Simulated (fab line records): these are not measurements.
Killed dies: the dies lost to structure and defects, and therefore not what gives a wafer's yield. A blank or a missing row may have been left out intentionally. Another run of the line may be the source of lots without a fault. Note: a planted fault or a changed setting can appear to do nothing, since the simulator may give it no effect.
fab line records | flow nand_harc
[record] lots = 6 wafers = 18 last_day = 31
route steps=1302 shown A_STAIRCASE@663 END@1302
lots that met no fault: taken from a fault-free run of the same line
start_h: the number of hours between the record's first day and the start of the first shown wafer of the lot | wait_h: time in hours since the lot's previous step | " identical to the entry in the row above | L1.1+2: one row covering several wafers at once | - no value, or no start was given | * or withheld: withheld | < > ~ a bound
route shown NAME@n: names a module that has steps shown in the file, with the first one's number in the route | usual: average and standard deviation across the fault-free wafers | same: alike in all rows | chamber/n: place in a boat | sites: per-site readings | _std_site: the values' standard deviation | _edge_site: the outer-site mean with the inner-site mean subtracted | radius_mm: how far each site lies from the wafer's centre | mask NAME#n: copy n | behind: the last tool/chamber to shape the wafer | hold: why the lot went on hold/how many hours it stayed there/how the hold came to an end | device: names the non-switching transistor (n, p or np) | end of line: tests of these same wafers at the route's end | a step without rows: its recipe alone | killed: not the wafer's yield, but the dies lost to structure and defects at the first sort | map: shows each die of a wafer: x if killed, . if not, _ if none is there
set.NAME: the run value of the setting; set.NAME@STEP: its run value at that earlier step | model.NAME: the simulator's own value behind a step, which no gauge read
lots at some steps of the route; a table a step, a row a wafer
services: when a tool's chamber went out of use (start_h, in hours from the record's first day, below 0 if earlier), for how many hours, and the reason
[[steps]]
[step NHARC_A_STAIRCASE_PEB_07]
[recipe] peb_temp_c = 115 peb_time_s = 130
[step NHARC_A_STAIRCASE_DEVELOP_08]
[recipe] time_s = 140
[step NHARC_A_STAIRCASE_HARDBAKE_10]
[recipe] temp_c = 120 time_s = 140
[step NHARC_A_STAIRCASE_DESCUM_11]
[recipe] time_s = 3 o2_flow_sccm = 200 ar_flow_sccm = 0 bias_power_w = 0 chemistry = O2
[step NHARC_A_STAIRCASE_TRIM_12]
[recipe] time_s = 211.2 o2_flow_sccm = 500 ar_flow_sccm = 0 bias_w = 0 chemistry = O2
[usual] drypump_motor_current_A = 5.9/0.48 oes_product_au = 0.999/0.0078 rf_vpp_V = 57.8/0.93 showerhead_plenum_p_Torr = 3.53/0.16 throttle_valve_pct = 17.036/0.01
// columns lot.wafer tool chamber start_h wait_h drypump_motor_current_A oes_product_au rf_hours_counter_h rf_vpp_V showerhead_plenum_p_Torr throttle_valve_pct
L963.4 rie_diel-03 2 354.61 0.1 5.0 0.995 16 58.5 3.47 17.021
L963.2 " 3 " " 6.1 1.007 19 58.3 3.52 17.035
L963.3 " 0 " " 6.0 0.993 18 57.2 3.54 17.026
L966.3 rie_diel-12 1 378.47 0.1 6.2 1.015 40 57.4 3.27 17.035
L966.4 " 0 " " 6.2 0.992 32 57.5 3.43 17.038
L966.5 " 2 " " 6.3 0.996 - 56.9 3.49 17.048
L971.2 rie_diel-13 3 429.18 0.1 6.7 0.993 27 56.9 3.38 17.020
L971.5 " 1 " " 6.5 0.995 - 57.4 3.29 17.044
L971.4 " 2 " " 5.9 0.992 - 58.4 3.54 17.034
L976.4 rie_diel-12 2 482.28 0.1 6.3 1.005 11 56.7 3.47 17.036
L976.3 " 3 " " 5.9 1.003 9 58.7 3.76 17.024
L976.1 " 0 " " 6.2 0.991 8 58.6 3.41 17.002
L978.3 rie_diel-03 3 520.23 0.1 6.2 1.003 22 58.4 3.49 17.048
L978.2 " 0 " " 6.0 0.999 15 58.2 3.51 17.035
L978.1 " 2 " " 5.0 0.992 9 58.3 3.44 17.042
L981.2 rie_diel-03 3 525.54 0.3 6.2 0.993 25 56.6 3.48 17.038
L981.1 " 0 " " 6.0 1.002 17 57.0 3.51 17.032
L981.4 " 0 " " 6.0 0.998 - 58.4 3.51 17.029
[step NHARC_A_STAIRCASE_ETCH_13]
[recipe] target_depth_a = 1000 time_s = 40.5 ion_energy_ev = 400 c4f8_flow_sccm = 20 o2_flow_sccm = 10 ar_flow_sccm = withheld rf_w = 600 bias_w = 1000 chemistry = C4F8/O2
[usual] bias_w = 1000/3 chamber_pressure_mTorr = 24.997/0.022 oes_product_au = 0.939/0.015 rf_vpp_V = 896/5.6
// columns lot.wafer tool chamber start_h wait_h bias_w chamber_pressure_mTorr oes_product_au rf_hours_counter_h rf_vpp_V
L963.4 rie_diel-03 2 - - 1000 24.971 0.946 17 893
L963.3 " 3 " " 997 25.006 0.961 19 895
L963.2 " 0 " " 999 24.953 0.955 18 898
L966.4 rie_diel-12 3 - - 1003 24.992 0.970 41 904
L966.3 " 1 " " 998 24.962 0.960 41 885
L966.5 " 0 " " 999 24.997 0.947 - 892
L971.2 rie_diel-13 1 - - 1003 25.044 0.922 18 887
L971.5 " 3 " " 998 25.028 0.924 - 891
L971.4 " 1 " " 1004 24.988 0.930 - 886
L976.1 rie_diel-12 2 - - 1000 24.978 0.941 11 893
L976.3 " 3 " " 996 25.000 0.949 9 905
L976.4 " 0 " " 998 25.007 0.951 9 891
L978.1 rie_diel-03 2 - - 1000 25.033 0.921 9 894
L978.3 " 3 " " 1000 24.966 0.924 22 894
L978.2 " 0 " " 1004 25.000 0.925 15 896
L981.2 rie_diel-03 3 - - 1001 24.993 0.931 25 894
L981.1 " 2 " " 1002 24.997 0.931 11 894
L981.4 " 3 " " 999 25.024 0.927 - 893
[step NHARC_A_STAIRCASE_TRIM_14]
[recipe] time_s = 211.2 o2_flow_sccm = 500 ar_flow_sccm = 0 bias_w = 0 chemistry = O2
[step NHARC_A_STAIRCASE_ETCH_15]
[recipe] target_depth_a = 1000 time_s = 40.5 ion_energy_ev = 400 c4f8_flow_sccm = 20 o2_flow_sccm = 10 ar_flow_sccm = withheld rf_w = 600 bias_w = 1000 chemistry = C4F8/O2
[usual] bias_w = 999.4/2.9 chamber_pressure_mTorr = 25.001/0.024 oes_product_au = 0.943/0.011 rf_vpp_V = 896/5.7
// columns lot.wafer tool chamber start_h wait_h bias_w chamber_pressure_mTorr oes_product_au rf_hours_counter_h rf_vpp_V
L963.2 rie_diel-03 1 - - 1002.7 25.016 0.947 14 904
L963.3 " 3 " " 999.7 24.984 0.945 19 896
L963.4 " 0 " " 998.1 24.984 0.947 19 896
L966.4 rie_diel-12 1 - - 1000.8 24.962 0.943 41 887
L966.3 " 2 " " 997.9 24.972 0.948 46 895
L966.5 " 3 " " 998.0 24.994 0.955 - 906
L971.2 rie_diel-13 3 - - 1002.0 24.972 0.942 28 892
L971.5 " 3 " " 1000.4 25.014 0.924 - 891
L971.4 " 1 " " 995.8 24.965 0.931 - 888
L976.3 rie_diel-12 1 - - 996.0 25.029 0.937 11 908
L976.4 " 2 " " 1000.7 24.985 0.931 12 895
L976.1 " 3 " " 1000.9 25.014 0.948 9 905
L978.3 rie_diel-03 3 - - 1002.8 25.011 0.930 23 895
L978.1 " 0 " " 1000.6 25.004 0.932 15 894
L978.2 " 2 " " 1001.1 25.034 0.943 9 893
L981.2 rie_diel-03 3 - - 1003.7 24.996 0.951 26 894
L981.1 " 0 " " 1002.9 25.041 0.953 19 895
L981.4 " 3 " " 997.6 24.976 0.952 - 893
[step NHARC_A_STAIRCASE_TRIM_16]
[recipe] time_s = 211.2 o2_flow_sccm = 500 ar_flow_sccm = 0 bias_w = 0 chemistry = O2
[usual] drypump_motor_current_A = 5.9/0.5 oes_product_au = 0.999/0.0072 rf_vpp_V = 57.7/0.82 showerhead_plenum_p_Torr = 3.53/0.16 throttle_valve_pct = 17.035/0.0092
// columns lot.wafer tool chamber start_h wait_h drypump_motor_current_A oes_product_au rf_hours_counter_h rf_vpp_V showerhead_plenum_p_Torr throttle_valve_pct
L963.4 rie_diel-03 2 - - 5.0 0.992 17 57.0 3.47 17.030
L963.2 " 3 " " 6.2 0.996 19 56.7 3.52 17.036
L963.3 " 0 " " 6.0 1.003 19 58.4 3.54 17.040
L966.4 rie_diel-12 0 - - 6.2 1.001 32 57.5 3.43 17.042
L966.3 " 2 " " 6.3 1.008 46 58.0 3.49 17.024
L966.5 " 1 " " 6.2 1.008 - 57.6 3.27 17.048
L971.2 rie_diel-13 1 - - 6.4 0.997 18 57.3 3.29 17.024
L971.4 " 1 " " 6.4 1.000 - 57.0 3.29 17.036
L971.5 " 2 " " 6.0 0.996 - 56.5 3.54 17.028
L976.1 rie_diel-12 0 - - 6.2 1.004 9 56.5 3.41 17.038
L976.3 " 1 " " 6.2 1.004 11 58.8 3.80 17.041
L976.4 " 2 " " 6.3 0.997 12 57.5 3.47 17.025
L978.1 rie_diel-03 3 - - 6.1 0.998 23 57.6 3.48 17.042
L978.3 " 0 " " 6.0 0.997 15 58.1 3.51 17.037
L978.2 " 2 " " 5.0 0.992 9 57.1 3.44 17.034
L981.2 rie_diel-03 3 - - 6.2 1.003 26 59.1 3.48 17.042
L981.1 " 0 " " 6.0 0.994 19 56.5 3.51 17.048
L981.4 " 0 " " 6.0 1.002 - 56.3 3.51 17.022
[step NHARC_A_STAIRCASE_ETCH_17]
[recipe] target_depth_a = 1000 time_s = 40.5 ion_energy_ev = 400 c4f8_flow_sccm = 20 o2_flow_sccm = 10 ar_flow_sccm = withheld rf_w = 600 bias_w = 1000 chemistry = C4F8/O2
[step NHARC_A_STAIRCASE_TRIM_18]
[recipe] time_s = 211.2 o2_flow_sccm = 500 ar_flow_sccm = 0 bias_w = 0 chemistry = O2
[usual] drypump_motor_current_A = 6.0/0.47 oes_product_au = 0.999/0.0068 rf_vpp_V = 57.8/0.86 showerhead_plenum_p_Torr = 3.53/0.15 throttle_valve_pct = 17.037/0.0085
// columns lot.wafer tool chamber start_h wait_h drypump_motor_current_A oes_product_au rf_hours_counter_h rf_vpp_V showerhead_plenum_p_Torr throttle_valve_pct
L963.2 rie_diel-03 1 - - 5.2 1.001 14 58.5 3.80 17.051
L963.3 " 2 " " 5.0 1.001 17 56.9 3.47 17.039
L963.4 " 3 " " 6.1 1.013 19 57.4 3.52 17.042
L966.3 rie_diel-12 2 - - 6.3 1.012 46 57.8 3.49 17.029
L966.4 " 3 " " 5.9 1.001 41 58.6 3.78 17.022
L966.5 " 1 " " 6.2 1.003 - 58.2 3.27 17.041
L971.2 rie_diel-13 3 - - 6.7 1.003 28 57.5 3.38 17.030
L971.4 " 2 " " 6.0 0.999 - 58.1 3.54 17.048
L971.5 " 3 " " 6.6 0.997 - 57.5 3.38 17.045
L976.3 rie_diel-12 1 - - 6.2 1.003 12 58.2 3.80 17.042
L976.1 " 2 " " 6.3 1.004 12 58.8 3.47 17.050
L976.4 " 0 " " 6.2 1.003 9 57.6 3.41 17.036
L978.3 rie_diel-03 0 - - 6.0 1.000 15 57.6 3.51 17.035
L978.1 " 2 " " 5.0 0.985 9 59.2 3.44 17.048
L978.2 " 3 " " 6.2 0.988 23 57.3 3.48 17.033
L981.1 rie_diel-03 2 - - 5.0 0.999 13 58.7 3.44 17.048
L981.2 " 3 " " 6.2 1.000 26 57.1 3.48 17.019
L981.4 " 2 " " 5.0 0.998 - 58.4 3.44 17.034
[step NHARC_A_STAIRCASE_ETCH_19]
[recipe] target_depth_a = 1000 time_s = 40.5 ion_energy_ev = 400 c4f8_flow_sccm = 20 o2_flow_sccm = 10 ar_flow_sccm = withheld rf_w = 600 bias_w = 1000 chemistry = C4F8/O2
[usual] bias_w = 1000/3.2 chamber_pressure_mTorr = 25.002/0.022 oes_product_au = 0.941/0.0094 rf_vpp_V = 896/5.6
// columns lot.wafer tool chamber start_h wait_h bias_w chamber_pressure_mTorr oes_product_au rf_hours_counter_h rf_vpp_V
L963.2 rie_diel-03 0 355.44 - 1001 24.997 0.951 19 897
L963.4 " 2 " " 1004 24.990 0.956 17 893
L963.3 " 3 " " 997 24.999 0.960 19 896
L966.3 rie_diel-12 3 379.32 - 1000 25.042 0.956 41 907
L966.4 " 0 " " 998 25.019 0.943 33 893
L966.5 " 2 " " 999 25.016 0.936 - 894
L971.2 rie_diel-13 3 430.61 - 1006 24.998 0.934 29 890
L971.4 " 2 " " 996 24.958 0.928 - 896
L971.5 " 3 " " 1004 25.003 0.940 - 890
L976.4 rie_diel-12 0 483.13 - 998 25.003 0.948 9 891
L976.1 " 1 " " 998 25.045 0.935 12 907
L976.3 " 2 " " 998 24.988 0.942 12 895
L978.3 rie_diel-03 2 521.89 - - - - - -
L978.1 " 3 " " - - - - -
L978.2 " 0 " " - - - - -
L981.2 rie_diel-03 3 528.02 - - - - - -
L981.1 " 2 " " - - - - -
L981.4 " 3 " " - - - - -
[step NHARC_END_SORT_01]
[recipe] temp_c = 25
[usual] killed_at_array = 51/17 killed_at_other = 1.6/2.1 killed_at_periphery = 4/3.2 killed_dies = 57/18 killed_open = 2.9/1.7 killed_short = 2.3/1.3
[same] gross_dies = 677
// columns lot.wafer tool chamber start_h wait_h hold killed_at_array killed_at_other killed_at_periphery killed_dies killed_open killed_short
L963.2 prober-01 0 568.37 2.8 - 63 0 3 66 3 1
L963.3 prober-01 0 569.19 3.2 - 51 0 3 54 2 3
L963.4 prober-01 0 570.01 3.5 - 63 2 4 69 4 3
L966.3 prober-01 0 585.09 3.1 - 40 3 1 44 3 1
L966.4 prober-01 0 585.88 3.4 - 38 2 2 42 2 3
L966.5 prober-01 0 586.68 3.7 - 43 3 5 51 6 2
L971.2 prober-01 0 639.01 2.8 - 69 0 2 71 3 2
L971.4 prober-01 0 640.60 3.4 - 61 1 4 66 2 2
L971.5 prober-01 0 641.39 3.7 - 67 1 5 73 4 2
L976.1 prober-02 0 697.58 2.5 - 72 0 9 81 1 3
L976.3 prober-02 0 699.21 3.1 - 68 0 11 79 2 4
L976.4 prober-02 0 700.02 3.4 - 77 0 11 88 2 1
L978.1 prober-01 0 724.86 2.5 await_dispo/3.7h/scrap 675 0 2 677 4 1
L978.2 prober-01 0 725.67 2.8 await_dispo/3.7h/scrap 675 1 1 677 1 3
L978.3 prober-01 0 726.48 3.1 await_dispo/3.7h/scrap 675 1 1 677 4 2
L981.1 prober-02 0 731.28 2.5 await_dispo/1.4h/scrap 674 1 2 677 5 0
L981.2 prober-02 0 732.07 2.8 await_dispo/1.4h/scrap 677 0 0 677 4 1
L981.4 prober-02 0 733.64 3.4 await_dispo/1.4h/scrap 675 0 2 677 3 2
// killed by level:class
L963.2 A_CHANNEL_HOLE_D1:chamber_film_flake=26 A_SLIT:chamber_film_flake=12 A_CHANNEL_HOLE_D2:chamber_film_flake=5 A_CONTACT:chamber_film_flake=5 A_ZERO_WELL:chamber_film_flake=3 A_CHANNEL_FILL_D1:chamber_film_flake=2 A_STAIRCASE:chamber_film_flake=2 A_CONTACT:unspecified=2
L963.3 A_CHANNEL_HOLE_D1:chamber_film_flake=23 A_SLIT:chamber_film_flake=12 A_CONTACT:chamber_film_flake=4 A_CHANNEL_HOLE_D2:chamber_film_flake=3 A_CHANNEL_FILL_D1:chamber_film_flake=2 A_DECK1_JOINT:chamber_film_flake=2 P_M0:geometric_particle:open=1 A_SOURCE_PLATE:geometric_particle:short=1
L963.4 A_CHANNEL_HOLE_D1:chamber_film_flake=25 A_SLIT:chamber_film_flake=18 A_CHANNEL_FILL_D1:chamber_film_flake=5 A_ZERO_WELL:chamber_film_flake=4 A_CHANNEL_HOLE_D2:chamber_film_flake=4 A_CONTACT:chamber_film_flake=2 P_GATE:geometric_particle:open=1 P_CONTACT:geometric_particle:short=1
L966.3 A_CHANNEL_HOLE_D2:chamber_film_flake=29 THIN_TSV:chamber_film_flake=3 A_CHANNEL_HOLE_D1:chamber_film_flake=2 A_WL_FILL:chamber_film_flake=2 A_CONTACT:chamber_film_flake=2 P_M2:geometric_particle:open=1 A_CHANNEL_FILL_D1:geometric_particle:open=1 A_DECK1_JOINT:geometric_particle:open=1
L966.4 A_CHANNEL_HOLE_D2:chamber_film_flake=28 P_M0:geometric_particle:short=2 A_CHANNEL_HOLE_D1:chamber_film_flake=2 A_STAIRCASE:chamber_film_flake=2 A_CONTACT:chamber_film_flake=2 THIN_TSV:chamber_film_flake=2 A_CHANNEL_FILL_D1:geometric_particle:short=1 A_ONON_D2:geometric_particle:open=1
L966.5 A_CHANNEL_HOLE_D2:chamber_film_flake=25 A_WL_FILL:chamber_film_flake=3 P_GATE:chamber_film_flake=3 A_CHANNEL_HOLE_D1:chamber_film_flake=3 THIN_TSV:chamber_film_flake=3 A_SGD_CUT:geometric_particle:open=2 A_CONTACT:chamber_film_flake=2 P_M0:geometric_particle:short=1
L971.2 A_CHANNEL_HOLE_D1:chamber_film_flake=27 A_SLIT:chamber_film_flake=20 A_CHANNEL_HOLE_D2:chamber_film_flake=6 A_STAIRCASE:chamber_film_flake=5 A_CHANNEL_FILL_D2:geometric_particle:short=2 A_DECK1_JOINT:chamber_film_flake=2 A_WL_FILL:chamber_film_flake=2 A_M0:chamber_film_flake=2
L971.4 A_CHANNEL_HOLE_D1:chamber_film_flake=24 A_SLIT:chamber_film_flake=16 A_CHANNEL_HOLE_D2:chamber_film_flake=7 A_STAIRCASE:chamber_film_flake=5 P_ZERO_WELL:chamber_film_flake=3 A_CONTACT:chamber_film_flake=3 A_M0:chamber_film_flake=2 P_STI:geometric_particle:open=1
L971.5 A_CHANNEL_HOLE_D1:chamber_film_flake=27 A_SLIT:chamber_film_flake=21 A_CHANNEL_HOLE_D2:chamber_film_flake=10 A_STAIRCASE:chamber_film_flake=4 P_STI:chamber_film_flake=3 A_WL_FILL:geometric_particle:short=2 A_M0:geometric_particle:open=2 P_GATE:geometric_particle:open=1
L976.1 A_CHANNEL_HOLE_D1:chamber_film_flake=27 A_SLIT:chamber_film_flake=17 A_CHANNEL_HOLE_D2:chamber_film_flake=12 A_CONTACT:chamber_film_flake=8 P_GATE:chamber_film_flake=4 A_M0:chamber_film_flake=3 P_M0:chamber_film_flake=2 P_CONTACT:geometric_particle:short=1
L976.3 A_CHANNEL_HOLE_D1:chamber_film_flake=21 A_SLIT:chamber_film_flake=21 A_CHANNEL_HOLE_D2:chamber_film_flake=9 A_CONTACT:chamber_film_flake=5 P_STI:chamber_film_flake=4 A_CHANNEL_FILL_D2:geometric_particle:short=3 P_GATE:chamber_film_flake=3 A_STAIRCASE:chamber_film_flake=3
L976.4 A_CHANNEL_HOLE_D1:chamber_film_flake=27 A_SLIT:chamber_film_flake=19 A_CHANNEL_HOLE_D2:chamber_film_flake=13 A_CONTACT:chamber_film_flake=9 P_GATE:chamber_film_flake=4 P_M0:chamber_film_flake=3 P_ZERO_WELL:chamber_film_flake=2 P_STI:chamber_film_flake=2
L978.1 A_STAIRCASE:area_etch=606 A_SLIT:chamber_film_flake=23 A_CHANNEL_HOLE_D2:chamber_film_flake=17 A_CHANNEL_HOLE_D1:chamber_film_flake=8 A_CONTACT:chamber_film_flake=5 A_CHANNEL_FILL_D1:chamber_film_flake=4 A_STAIRCASE:chamber_film_flake=4 P_GATE:geometric_particle:open=1
L978.2 A_STAIRCASE:area_etch=617 A_SLIT:chamber_film_flake=24 A_CHANNEL_HOLE_D2:chamber_film_flake=11 A_CONTACT:chamber_film_flake=7 A_CHANNEL_HOLE_D1:chamber_film_flake=6 A_STAIRCASE:chamber_film_flake=5 A_CHANNEL_FILL_D2:geometric_particle:short=2 A_CHANNEL_HOLE_D1:geometric_particle:open=1
L978.3 A_STAIRCASE:area_etch=614 A_CHANNEL_HOLE_D2:chamber_film_flake=17 A_CHANNEL_HOLE_D1:chamber_film_flake=12 A_SLIT:chamber_film_flake=12 A_CONTACT:chamber_film_flake=6 A_STAIRCASE:chamber_film_flake=4 A_CHANNEL_FILL_D1:chamber_film_flake=3 P_CONTACT:geometric_particle:open=1
L981.1 A_STAIRCASE:area_etch=631 A_SLIT:chamber_film_flake=21 A_CHANNEL_HOLE_D1:chamber_film_flake=10 A_CONTACT:chamber_film_flake=4 A_CHANNEL_FILL_D1:chamber_film_flake=3 P_CONTACT:geometric_particle:open=2 A_WL_FILL:chamber_film_flake=2 A_DECK1_JOINT:geometric_particle:open=1
L981.2 A_STAIRCASE:area_etch=630 A_SLIT:chamber_film_flake=17 A_CHANNEL_HOLE_D1:chamber_film_flake=11 A_CONTACT:chamber_film_flake=7 A_CHANNEL_FILL_D1:chamber_film_flake=2 A_WL_FILL:chamber_film_flake=2 A_ONON_D1:geometric_particle:open=1 A_CHANNEL_FILL_D1:geometric_particle:open=1
L981.4 A_STAIRCASE:area_etch=626 A_SLIT:chamber_film_flake=22 A_CHANNEL_HOLE_D1:chamber_film_flake=11 A_CHANNEL_FILL_D1:chamber_film_flake=4 A_CONTACT:chamber_film_flake=3 A_DECK1_JOINT:chamber_film_flake=2 A_WL_FILL:chamber_film_flake=2 P_CONTACT:geometric_particle:open=1
// map L978.1 (x killed, . not)
____________x____________
_________xxxxxxx_________
_______xxxxxxxxxxx_______
______xxxxxxxxxxxxx______
_____xxxxxxxxxxxxxxx_____
____xxxxxxxxxxxxxxxxx____
____xxxxxxxxxxxxxxxxx____
___xxxxxxxxxxxxxxxxxxx___
___xxxxxxxxxxxxxxxxxxx___
__xxxxxxxxxxxxxxxxxxxxx__
__xxxxxxxxxxxxxxxxxxxxx__
_xxxxxxxxxxxxxxxxxxxxxxx_
_xxxxxxxxxxxxxxxxxxxxxxx_
_xxxxxxxxxxxxxxxxxxxxxxx_
_xxxxxxxxxxxxxxxxxxxxxxx_
_xxxxxxxxxxxxxxxxxxxxxxx_
xxxxxxxxxxxxxxxxxxxxxxxxx
xxxxxxxxxxxxxxxxxxxxxxxxx
xxxxxxxxxxxxxxxxxxxxxxxxx
xxxxxxxxxxxxxxxxxxxxxxxxx
xxxxxxxxxxxxxxxxxxxxxxxxx
_xxxxxxxxxxxxxxxxxxxxxxx_
_xxxxxxxxxxxxxxxxxxxxxxx_
_xxxxxxxxxxxxxxxxxxxxxxx_
_xxxxxxxxxxxxxxxxxxxxxxx_
_xxxxxxxxxxxxxxxxxxxxxxx_
__xxxxxxxxxxxxxxxxxxxxx__
__xxxxxxxxxxxxxxxxxxxxx__
___xxxxxxxxxxxxxxxxxxx___
___xxxxxxxxxxxxxxxxxxx___
____xxxxxxxxxxxxxxxxx____
____xxxxxxxxxxxxxxxxx____
_____xxxxxxxxxxxxxxx_____
______xxxxxxxxxxxxx______
_______xxxxxxxxxxx_______
_________xxxxxxx_________
____________x____________
// map L981.1 (x killed, . not)
____________x____________
_________xxxxxxx_________
_______xxxxxxxxxxx_______
______xxxxxxxxxxxxx______
_____xxxxxxxxxxxxxxx_____
____xxxxxxxxxxxxxxxxx____
____xxxxxxxxxxxxxxxxx____
___xxxxxxxxxxxxxxxxxxx___
___xxxxxxxxxxxxxxxxxxx___
__xxxxxxxxxxxxxxxxxxxxx__
__xxxxxxxxxxxxxxxxxxxxx__
_xxxxxxxxxxxxxxxxxxxxxxx_
_xxxxxxxxxxxxxxxxxxxxxxx_
_xxxxxxxxxxxxxxxxxxxxxxx_
_xxxxxxxxxxxxxxxxxxxxxxx_
_xxxxxxxxxxxxxxxxxxxxxxx_
xxxxxxxxxxxxxxxxxxxxxxxxx
xxxxxxxxxxxxxxxxxxxxxxxxx
xxxxxxxxxxxxxxxxxxxxxxxxx
xxxxxxxxxxxxxxxxxxxxxxxxx
xxxxxxxxxxxxxxxxxxxxxxxxx
_xxxxxxxxxxxxxxxxxxxxxxx_
_xxxxxxxxxxxxxxxxxxxxxxx_
_xxxxxxxxxxxxxxxxxxxxxxx_
_xxxxxxxxxxxxxxxxxxxxxxx_
_xxxxxxxxxxxxxxxxxxxxxxx_
__xxxxxxxxxxxxxxxxxxxxx__
__xxxxxxxxxxxxxxxxxxxxx__
___xxxxxxxxxxxxxxxxxxx___
___xxxxxxxxxxxxxxxxxxx___
____xxxxxxxxxxxxxxxxx____
____xxxxxxxxxxxxxxxxx____
_____xxxxxxxxxxxxxxx_____
______xxxxxxxxxxxxx______
_______xxxxxxxxxxx_______
_________xxxxxxx_________
____________x____________
[[services]]
// columns tool chamber start_h hours kind
rie_diel-03 1 334.10 4.4 repair
rie_diel-03 0 339.38 - clean
rie_diel-03 1 339.38 - clean
rie_diel-03 2 339.38 - clean
rie_diel-03 3 339.38 - clean
rie_diel-13 - 342.08 9.0 pm
rie_diel-13 1 358.12 7.6 repair
rie_diel-13 3 361.39 11.8 repair
rie_diel-03 0 363.88 - clean
rie_diel-03 1 363.88 - clean
rie_diel-03 2 363.88 - clean
rie_diel-03 3 363.88 - clean
rie_diel-13 1 377.44 22.5 repair
rie_diel-03 0 388.38 - clean
rie_diel-03 1 388.38 - clean
rie_diel-13 0 393.35 49.3 repair
rie_diel-13 1 441.15 3.3 repair
rie_diel-12 - 446.18 9.0 pm
rie_diel-13 1 448.55 5.9 repair
rie_diel-03 - 458.33 9.0 pm
rie_diel-12 - 488.80 1.9 repair
rie_diel-12 2 505.50 4.2 repair
rie_diel-13 - 519.08 9.0 pm
rie_diel-03 1 519.91 10.9 repair
[[key]]
[first_sign] step = NHARC_A_STAIRCASE_ETCH_19 reading = tool_record direction = missing
[effect] step = NHARC_END_SORT_01 reading = killed_at_array direction = up sigmas = 36 usual = 51 struck = 675
[more_kills_born_at] NHARC_A_STAIRCASE_ETCH_19@rie_diel-03 = 3724
met_at NHARC_A_STAIRCASE_ETCH_19
struck_wafers L978.1,L978.2,L978.3,L981.1,L981.2,L981.4
later_rows_left_out L978.1,L978.2,L978.3,L981.1,L981.2,L981.4
tester_left_out L978,L981
onset_between 355.44 521.89
[fault] kind = skipped_step_whole tool = rie_diel-03 chamber = - onset_h = 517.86 steps = NHARC_A_STAIRCASE_ETCH_19 scope = struck_lots_only
// tester_left_out: of these lots the tester's yield and bins aren't shown, on N5 and GAA mostly nor the transistor test; their killed dies are dies lost to structure and defects alone, not to doping, threshold or leakage, so they don't give the yield
// later_rows_left_out: the simulator's readings of these wafers behind a module that went badly wrong aren't trusted and aren't shown, but for the sort
